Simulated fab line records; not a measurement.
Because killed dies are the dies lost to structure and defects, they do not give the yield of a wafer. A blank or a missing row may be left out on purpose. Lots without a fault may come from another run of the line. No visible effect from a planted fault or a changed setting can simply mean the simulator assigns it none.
fab line records	flow n5_finfet
[record] lots = 6	wafers = 18	last_day = 17
route steps=1938 shown MOL_CONTACT_COAG@559
lots with no fault: from the same line, run without faults
start_h: the number of hours between the record's first day and the start of the first shown wafer of the lot	wait_h: time in hours since the lot's previous step	" the same as in the row above	L1.1+2: one row covering several wafers at once	- either no value or no given start	* or withheld: withheld	< > ~ a bound
route shown NAME@n: a module of which the file shows steps, and the number in the route of the first	usual: average and standard deviation across the fault-free wafers	same: alike in all rows	chamber/n: place in a boat	sites: the reading at each site	_std_site: standard deviation of those values	_edge_site: inner sites' mean taken away from outer sites' mean	radius_mm: for every site, how far away it sits from the centre of the wafer	mask NAME#n: copy n	behind: the last tool/chamber to shape the wafer	hold: the reason the lot was held/the length of the hold in hours/how it ended	device: whichever transistor did not switch (one of n, p or np)	end of line: the route-end tests of the same wafers	step lacking rows: just its recipe	killed: the dies lost at the first sort to structure and to defects; this is not the yield of the wafer	map: the dies of a wafer, with x for killed, . for not killed, _ for no die there
set.NAME: the run value of the setting; set.NAME@STEP: its run value at that earlier step	model.NAME: the simulator's own value behind a step, which no gauge read
lots at some steps of the route; a table a step, a row a wafer
services: a tool's chamber out of use, with start hour (start_h, from the record's first day; less than 0 if before it), hours out, and reason
[[steps]]
[step N5_MOL_CONTACT_COAG_ALD_27]
[recipe] material = SiOC	target_thk_a = 170	temp_c = 400	ald_precursor_family = carbosiloxane	ald_co_reactant = H2-plasma	pulse_time_s = 1.5	time_s = 2720	purge_time_s = 2	co_reactant_purge_time_s = 2	ald_cycles = 340	pressure_torr = 2
[usual] heater_power_w = 817/64	precursor_pulse_height_rel = 0.999/0.021	susceptor_temp_C = 399.99/0.21
lot.wafer	tool	chamber	start_h	wait_h	heater_power_w	precursor_pulse_height_rel	susceptor_temp_C
L297.3	ald_sin-01	2	119.92	0.0	868	1.005	399.80
L297.4	"	1	"	"	778	0.994	399.96
L297.6	"	3	"	"	892	1.015	399.96
L301.3	ald_sin-02	0	143.73	0.0	919	0.988	399.70
L301.4	"	1	"	"	817	1.002	400.18
L301.6	"	0	"	"	914	1.010	400.09
L307.1	ald_sin-04	2	180.32	0.0	633	0.992	400.11
L307.4	"	1	"	"	825	0.977	400.15
L307.6	"	1	"	"	797	1.007	399.84
L308.1	ald_sin-04	1	187.16	0.3	823	0.997	400.05
L308.3	"	0	"	"	717	1.033	400.23
L308.4	"	2	"	"	658	0.997	399.88
L315.3	ald_sin-01	1	228.75	0.6	783	1.012	399.94
L315.4	"	3	"	"	903	0.982	400.09
L315.6	"	2	"	"	873	1.022	399.88
L316.3	ald_sin-01	1	232.51	0.0	782	1.005	400.07
L316.4	"	2	"	"	863	1.002	400.17
L316.6	"	0	"	"	781	1.000	400.35
[step N5_MOL_CONTACT_COAG_CMP_28]
[recipe] stop_on = SiNx	t_overpolish_s = 0.85	post_cmp_clean = alkaline_brush	down_force_psi = 4.15	platen_rpm = 51.8	pad_velocity_m_s = 1.0307	target_thk_nm = 14.522
[usual] motor_current_A = 12.5/1.2	time_to_endpoint_s = 4.7/2
lot.wafer	tool	chamber	start_h	wait_h	motor_current_A	time_to_endpoint_s
L297.3	cmp-02	2	121.56	0.9	11.7	3.7
L297.4	"	3	"	"	11.3	2.6
L297.6	"	0	"	"	13.6	3.8
L301.3	cmp-04	3	145.29	0.8	14.5	4.2
L301.4	"	2	"	"	11.2	5.1
L301.6	"	3	"	"	14.6	1.8
L307.4	cmp-01	2	181.93	0.8	11.1	2.4
L307.1	"	0	"	"	12.2	4.1
L307.6	"	2	"	"	10.8	0.7
L308.3	cmp-01	0	188.73	0.8	12.4	6.1
L308.4	"	1	"	"	11.9	6.8
L308.1	"	2	"	"	11.7	1.3
L315.4	cmp-02	3	230.32	0.8	11.4	2.5
L315.3	"	1	"	"	13.5	5.4
L315.6	"	0	"	"	12.9	1.5
L316.3	cmp-01	2	234.07	0.8	11.5	3.0
L316.4	"	1	"	"	11.7	7.7
L316.6	"	3	"	"	15.6	7.8
[step N5_MOL_CONTACT_COAG_THK_MEAS_29]
[recipe] reads = SiNx_of_GATE_CUT_PECVD_57+SiNx_of_GATE_CUT_SAC_CAP_01
[usual] MD_CAP_THK = 17.87/0.087
lot.wafer	tool	chamber	start_h	wait_h	MD_CAP_THK[nm]
L297.3	film_metro-01	-	121.78	-	17.84
L297.4	"	-	"	"	17.77
L297.6	"	-	"	"	17.82
L301.3	film_metro-02	-	145.59	-	17.95
L301.4	"	-	"	"	17.92
L301.6	"	-	"	"	17.91
L307.1	film_metro-01	-	182.19	-	17.95
L307.4	"	-	"	"	17.85
L307.6	"	-	"	"	17.86
L308.1	film_metro-01	-	189.02	-	17.87
L308.3	"	-	"	"	18.01
L308.4	"	-	"	"	17.99
L315.3	film_metro-02	-	230.62	-	17.91
L315.4	"	-	"	"	17.87
L315.6	"	-	"	"	17.69
L316.3	film_metro-01	-	234.37	-	17.92
L316.4	"	-	"	"	17.85
L316.6	"	-	"	"	17.82
[step N5_MOL_CONTACT_COAG_ALD_123]
[recipe] material = SiNx	target_thk_a = 50	temp_c = 400	ald_precursor_family = SiH2I2	ald_co_reactant = N2/H2-plasma	pulse_time_s = 1	purge_time_s = 2	co_reactant_purge_time_s = 2	ald_cycles = 100	pressure_torr = 2
[usual] heater_power_w = 806/68	precursor_pulse_height_rel = 1.000/0.018	susceptor_temp_C = 400.02/0.25
lot.wafer	tool	chamber	start_h	wait_h	heater_power_w	precursor_pulse_height_rel	susceptor_temp_C
L297.3	ald_sin-01	0	121.82	0.0	823	0.999	400.17
L297.4	"	2	"	"	862	0.986	400.31
L297.6	"	2	"	"	830	1.018	399.84
L301.3	ald_sin-01	2	145.62	0.0	872	0.990	400.21
L301.4	"	1	"	"	790	0.998	399.60
L301.6	"	0	"	"	812	1.001	399.81
L307.1	ald_sin-04	0	183.91	1.7	725	0.999	399.86
L307.4	"	2	"	"	659	1.004	399.83
L307.6	"	2	"	"	648	0.960	400.34
L308.1	ald_sin-04	0	189.06	0.0	720	1.019	400.32
L308.3	"	3	"	"	823	1.003	400.17
L308.4	"	2	"	"	659	1.033	399.95
L315.3	ald_sin-04	2	231.05	0.4	658	1.018	400.10
L315.4	"	0	"	"	732	0.994	399.86
L315.6	"	3	"	"	833	1.004	399.93
L316.3	ald_sin-01	2	234.41	0.0	849	1.015	399.88
L316.4	"	3	"	"	887	1.024	400.02
L316.6	"	1	"	"	799	1.017	400.08
[step N5_MOL_CONTACT_COAG_PECVD_31]
[recipe] material = SiO2	target_thk_a = 460	temp_c = 400	precursor = TEOS/O2	pressure_torr = 6.5	rf_w = withheld	teos_flow_sccm = withheld	gas = O2	flow_sccm = 2650	time_s = 8.9
[step N5_MOL_CONTACT_COAG_COAT_75]
[recipe] resist = SOC	temp_c = 250	time_s = 60	spin_rpm = 1500	resist_thk_nm = 60
[step N5_MOL_CONTACT_COAG_COAT_76]
[recipe] resist = SiARC	temp_c = 220	time_s = 60	spin_rpm = 1500	resist_thk_nm = 10
[step N5_MOL_CONTACT_COAG_COAT_77]
[recipe] resist = underlayer	temp_c = 205	time_s = 60	spin_rpm = 1500	resist_thk_nm = 10
[step N5_MOL_CONTACT_COAG_COAT_78]
[recipe] resist = CAR-EUV	spin_rpm = 1500	resist_thk_nm = 40
[step N5_MOL_CONTACT_COAG_EBR_80]
[recipe] solvent = PGMEA	ebr_width_mm = 1.5
[step N5_MOL_CONTACT_COAG_SOFTBAKE_79]
[recipe] temp_c = 110	time_s = 60	resist = CAR-EUV
[step N5_MOL_CONTACT_COAG_EXPOSE_81]
[recipe] mask_id = VG	na = 0.33	source_shape = annular	sigma_inner = 0.3	sigma_outer = 0.7	polarization = unpolarized	defocus_nm = 0	dose_mj = 59.5
[step N5_MOL_CONTACT_COAG_PEB_82]
[recipe] peb_temp_c = 100	peb_time_s = 60	resist = CAR-EUV
[usual] chill_plate_temp_C = 23.01/0.11	exhaust_pa = 45.0/0.98
lot.wafer	tool	chamber	start_h	wait_h	chill_plate_temp_C	exhaust_pa
L297.3	litho_track-03	0	122.59	0.1	23.02	47.0
L297.4	"	0	"	"	22.98	46.4
L297.6	"	0	"	"	23.01	45.8
L301.3	litho_track-01	0	146.48	0.1	22.98	43.6
L301.4	"	0	"	"	22.95	43.4
L301.6	"	0	"	"	22.88	45.6
L307.1	litho_track-01	-	184.80	0.1	-	-
L307.4	"	-	"	"	-	-
L307.6	"	-	"	"	-	-
L308.1	litho_track-01	-	189.96	0.1	-	-
L308.3	"	-	"	"	-	-
L308.4	"	-	"	"	-	-
L315.3	litho_track-05	0	231.95	0.1	23.01	45.0
L315.4	"	0	"	"	23.24	44.6
L315.6	"	0	"	"	23.14	45.1
L316.3	litho_track-01	0	235.20	0.1	22.99	47.1
L316.4	"	0	"	"	23.05	44.5
L316.6	"	0	"	"	22.97	45.5
[step N5_MOL_CONTACT_COAG_DEVELOP_83]
[recipe] develop_time_s = 30	developer = TMAH	resist = CAR-EUV	rinse_liquid = surfactant_rinse	dry = air_spin	dev_temp_c = 23
[[services]]
tool	chamber	start_h	hours	kind
cmp-04	-	103.78	12.7	repair
cmp-02	-	116.60	4.0	pm
cmp-02	-	120.60	-	consumable_replace:conditioner
cmp-02	-	120.60	-	consumable_replace:pad
cmp-02	-	136.64	2.2	repair
cmp-04	-	146.70	6.9	pm
ald_sin-02	0	151.45	4.1	repair
cmp-01	-	153.65	4.2	pm
cmp-01	-	157.95	2.1	repair
ald_sin-02	1	171.39	20.0	repair
ald_sin-01	1	173.81	11.8	repair
ald_sin-02	-	177.03	14.0	pm
ald_sin-02	0	177.03	14.0	vent_cycle
ald_sin-02	2	177.03	14.0	vent_cycle
ald_sin-02	3	177.03	14.0	vent_cycle
cmp-01	-	189.59	0.3	repair
cmp-01	-	193.67	4.0	pm
cmp-01	-	197.67	-	consumable_replace:conditioner
cmp-01	-	197.67	-	consumable_replace:pad
cmp-04	-	206.70	4.0	pm
cmp-02	-	208.01	1.8	repair
litho_track-01	-	209.98	-	consumable_replace:filter
cmp-04	-	217.95	6.5	repair
cmp-01	-	218.47	1.5	repair
[[key]]
[first_sign] step = N5_MOL_CONTACT_COAG_PEB_82	reading = tool_record	direction = missing
effect none on later readings
met_at N5_MOL_CONTACT_COAG_PEB_82
struck_wafers L307.1,L307.4,L307.6,L308.1,L308.3,L308.4
later_rows_left_out L307.1,L307.4,L307.6,L308.1,L308.3,L308.4
sort_left_out L307.1,L307.4,L307.6,L308.1,L308.3,L308.4
onset_between 146.48 184.80
[fault] kind = skipped_step_whole	tool = litho_track-01	chamber = -	onset_h = 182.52	steps = N5_MOL_CONTACT_COAG_PEB_82	scope = struck_lots_only
// sort_left_out: the simulated sort isn't trusted on such a fault, so these wafers' sort isn't shown, and their yield isn't known
// later_rows_left_out: the simulator's readings of these wafers behind a module that went badly wrong aren't trusted and aren't shown, but for the sort
